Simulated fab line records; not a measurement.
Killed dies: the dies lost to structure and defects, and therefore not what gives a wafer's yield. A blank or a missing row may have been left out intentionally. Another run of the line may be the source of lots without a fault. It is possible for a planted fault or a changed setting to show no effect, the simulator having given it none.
Chamber matching :: flow n5Finfet :: 3 sister chambers for N5_BEOL_M1_ILD_DEP_00 on pecvd-02
The step deposits SiOC from DEMS/O2, target thk 79 nm, time 15.3 s. 6 wafers are shown with their chamber, then 7 later ones without.

== WAFERS PAIRED WITH THEIR CHAMBERS ==
wafer: L076.6
chamber: 2
throttleValvePct (%): 10.7
heaterPowerW (W): 416

wafer: L078.6
chamber: 2
throttleValvePct (%): 10.8
heaterPowerW (W): 442

wafer: L080.2
chamber: 0
throttleValvePct (%): 11.2
heaterPowerW (W): 536

wafer: L080.6
chamber: 1
throttleValvePct (%): 12.2
heaterPowerW (W): 582

wafer: L084.1
chamber: 1
throttleValvePct (%): 12.4
heaterPowerW (W): 564

wafer: L084.2
chamber: 0
throttleValvePct (%): 11.9
heaterPowerW (W): 546

== WAFERS WITHOUT THEIR CHAMBER ==
wafer: L084.4
throttleValvePct (%): 12.4
heaterPowerW (W): 564

wafer: L090.4
throttleValvePct (%): 12.3
heaterPowerW (W): 596

wafer: L090.5
throttleValvePct (%): 11.1
heaterPowerW (W): 522

wafer: L090.6
throttleValvePct (%): 10.8
heaterPowerW (W): 452

wafer: L096.1
throttleValvePct (%): 11.1
heaterPowerW (W): 428

wafer: L096.2
throttleValvePct (%): 11.5
heaterPowerW (W): 548

wafer: L096.3
throttleValvePct (%): 12.3
heaterPowerW (W): 583

== THE CHAMBER EACH PASSED THROUGH ==
wafer: L084.4
from the rows above: 1
in truth: 1

wafer: L090.4
from the rows above: 1
in truth: 1

wafer: L090.5
from the rows above: 0
in truth: 0

wafer: L090.6
from the rows above: 2
in truth: 2

wafer: L096.1
from the rows above: 2
in truth: 2

wafer: L096.2
from the rows above: 0
in truth: 0

wafer: L096.3
from the rows above: 1
in truth: 1
7 of 7 placed correctly. From these rows, 0 cannot be placed. Wrongly placed: 0.
How it was worked out, from the rows above alone: a wafer's distance from a chamber is the root of the sum, over the readings, of the square of ((its reading less the chamber's mean) divided by the reading's scatter). If the next closest chamber is less than 2 further off than the closest, the wafer can't be placed; otherwise it belongs to the closest. The mean given for a chamber averages the wafers shown for that chamber. The scatter: take each reading less its chamber's mean, square it, sum over the shown wafers, divide by the number of wafers less the number of chambers, and take the root.
